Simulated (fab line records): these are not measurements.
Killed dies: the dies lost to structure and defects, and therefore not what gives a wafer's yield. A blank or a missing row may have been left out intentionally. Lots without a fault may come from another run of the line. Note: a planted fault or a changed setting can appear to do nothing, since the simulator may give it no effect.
Struck lot and sound lot, side by side ; flow nand harc ; 42 steps out of a route of 1302
Sound: these wafers, L105.1, L105.3, L105.5. Struck: wafer L114.4 (L114.5, L114.6, from the same lot, were not struck and are left out); the cause is given at the end.
Order at every step that has rows: each side's tool, ch and its chambers, its first start. Under that, the readings that differ: sound wafers ; struck wafers ; difference of the means ; sigmas: that difference in standard deviations of wafers without a fault.
alike: a reading whose means differ by less than 2 such deviations, as well as words and numbers matching on both sides. not compared: withheld readings; readings where some wafer has no value; bounds like >300 that might hide an equal value; numbers whose values overlap and for which the record gives no deviation.
Wherever a step has rows on one side only, a row that says differs or no value, or a row with sigmas, the two part there. Numbers that don't overlap but have no deviation are shown without sigmas and don't part them. A reading that every wafer of one side lacks parts them only if that side has two wafers or more.

first, 4 steps without rows for these wafers: NHARC_HYBRID_BOND_PRECLEAN_01 (cleans in DIW, time 300 s); NHARC_HYBRID_BOND_SRD_02 (time 30 s, dry time 20 s); NHARC_HYBRID_BOND_BOND_03; NHARC_HYBRID_BOND_ANNEAL_04 (time 7200 s).
NHARC_HYBRID_BOND_OVL_MEAS_05:
  struck on overlay-02, day 30 04:19; sound on overlay-02, day 26 23:59
  alike: overlay x nm, overlay y nm
NHARC_HYBRID_BOND_INSPECT_06: inspects for defects (ir void).
  struck on defect inspect-02, day 30 04:22; sound on defect inspect-01, day 27 00:02
  alike: raw defect count
then, 2 steps without rows for these wafers: NHARC_THIN_TSV_GRIND_00; NHARC_THIN_TSV_CMP_01 (polishes).
NHARC_THIN_TSV_THK_MEAS_02: measures by ir.
  struck on film metro-02, day 30 06:00; sound on film metro-01, day 27 01:39
  alike: thk nm
then, 3 steps without rows for these wafers: NHARC_THIN_TSV_SRD_03; NHARC_THIN_TSV_PRECLEAN_41 (cleans in SC1); NHARC_THIN_TSV_SRD_42.
NHARC_THIN_TSV_DEP_43: deposits SiO2, target thk 1328.5 nm.
  sound on pecvd-02 ch 0,2, day 27 01:55; struck on pecvd-02 ch 0, day 30 06:21
  alike: throttle valve pct
then, 8 steps without rows for these wafers: NHARC_THIN_TSV_DEHYDRATE_04 (time 120 s); NHARC_THIN_TSV_HMDS_05 (time 30 s); NHARC_THIN_TSV_COAT_06; NHARC_THIN_TSV_SOFTBAKE_07 (time 95 s); NHARC_THIN_TSV_EBR_08; NHARC_THIN_TSV_EXPOSE_09 (exposes mask TSV); NHARC_THIN_TSV_PEB_10 (peb time 85 s); NHARC_THIN_TSV_DEVELOP_11 (time 70 s).
NHARC_THIN_TSV_CD_MEAS_12: target cd 1000 nm.
  sound on cd sem-01 ch 0, day 27 02:43; struck on cd sem-02 ch 0, day 30 07:03
  alike: cd nm
then, 3 steps without rows for these wafers: NHARC_THIN_TSV_HARDBAKE_13 (time 80 s); NHARC_THIN_TSV_DESCUM_14 (chemistry O2, time 3 s); NHARC_THIN_TSV_ETCH_44 (etches the open film in CF4/O2, target depth 1594.2 nm, time 797.1 s).
NHARC_THIN_TSV_ETCH_15: target depth 3000 nm, bosch target overetch cycles 2, bosch etch step 2.8 s.
  sound on rie si-04 ch 1,2, day 27 03:32; struck on rie si-06 ch 0, day 30 07:54
  alike: drypump motor current A
  not compared: rf hours counter h
NHARC_THIN_TSV_CD_MEAS_16:
  struck on cd sem-01, day 30 08:01; sound on cd sem-03, day 27 03:41
  alike: cd nm
NHARC_THIN_TSV_STRIP_45: strips in O2.
  sound on plasma asher-01 ch 0,1, day 27 03:48; struck on plasma asher-02 ch 1, day 30 08:10
reading;sound;struck;difference;sigmas
heater power w (W);291 290 324;353;+51;+2
  alike: drypump motor current A
  not compared: rf hours counter h
then, 4 steps without rows for these wafers: NHARC_THIN_TSV_STRIP_46 (strips in post etch residue remover, time 1200 s); NHARC_THIN_TSV_DEP_47 (deposits SiO2, target thk 200 nm); NHARC_THIN_TSV_ETCHBACK_48 (etches the open film in C4F8/Ar, target depth 1028.5 nm, time 405.17 s); NHARC_THIN_TSV_STRIP_62 (strips in N2/H2, time 20 s).
NHARC_THIN_TSV_DEGAS_49: time 120 s.
  struck on pvd sputter-01, day 30 09:50; sound on pvd sputter-02, day 27 05:28
  alike: heater power w
then, 4 steps without rows for these wafers: NHARC_THIN_TSV_PRE_CLEAN_50 (time 30 s); NHARC_THIN_TSV_PVD_19 (deposits TaN, target thk 20 nm); NHARC_THIN_TSV_PVD_51 (deposits Cu, target thk 100 nm); NHARC_THIN_TSV_ECD_20 (material Cu, target thk 2000 nm).
NHARC_THIN_TSV_ANNEAL_52: time 90 s.
  sound on rtp anneal-01 ch 0, day 27 06:39; struck on rtp anneal-01 ch 0, day 30 11:10
  alike: anneal temp c, wafer_temp_C_max
NHARC_THIN_TSV_CMP_21: polishes, t overpolish 30 s, target thk 2000 nm.
  sound on cmp-02 ch 1,3, day 27 07:02; struck on cmp-01 ch 3, day 30 11:21
  alike: motor current A, overpolish run s
then, 2 steps without rows for these wafers: NHARC_THIN_TSV_SRD_23; NHARC_THIN_TSV_DEGAS_53 (time 60 s).
NHARC_END_SORT_01:
  sound on prober-01 ch 0, day 27 18:59; struck on prober-02 ch 0, day 31 00:49
reading;sound;struck;difference;sigmas
hold;- - -;await dispo/1.2h/release;no value on the sound wafers;
defect limited yield (%);93.4 94.5 93.4;0;-94;-33
killed at other;0 0 0;642;+642;+99 or more
killed at periphery;11 7 10;1;-8;-3
killed dies;45 37 45;677;+635;+33
killed short;6 1 2;0;-3;-2
sort_bin_2_pct (%);1.3 1.9 1.3;96.8;+95.3;+79
sort n pass;632 640 632;0;-635;-33
sort rim yield pct (%);95 96 92;0;-94;-19
sort yield pct (%);93.4 94.5 93.4;0;-94;-33
  alike: killed at array, killed open, sort_bin_3_pct, sort_bin_4_pct

WHERE THEY PART
Earliest at NHARC_THIN_TSV_STRIP_45; latest, in this record, at NHARC_END_SORT_01.

WHY: the cause the simulator had injected
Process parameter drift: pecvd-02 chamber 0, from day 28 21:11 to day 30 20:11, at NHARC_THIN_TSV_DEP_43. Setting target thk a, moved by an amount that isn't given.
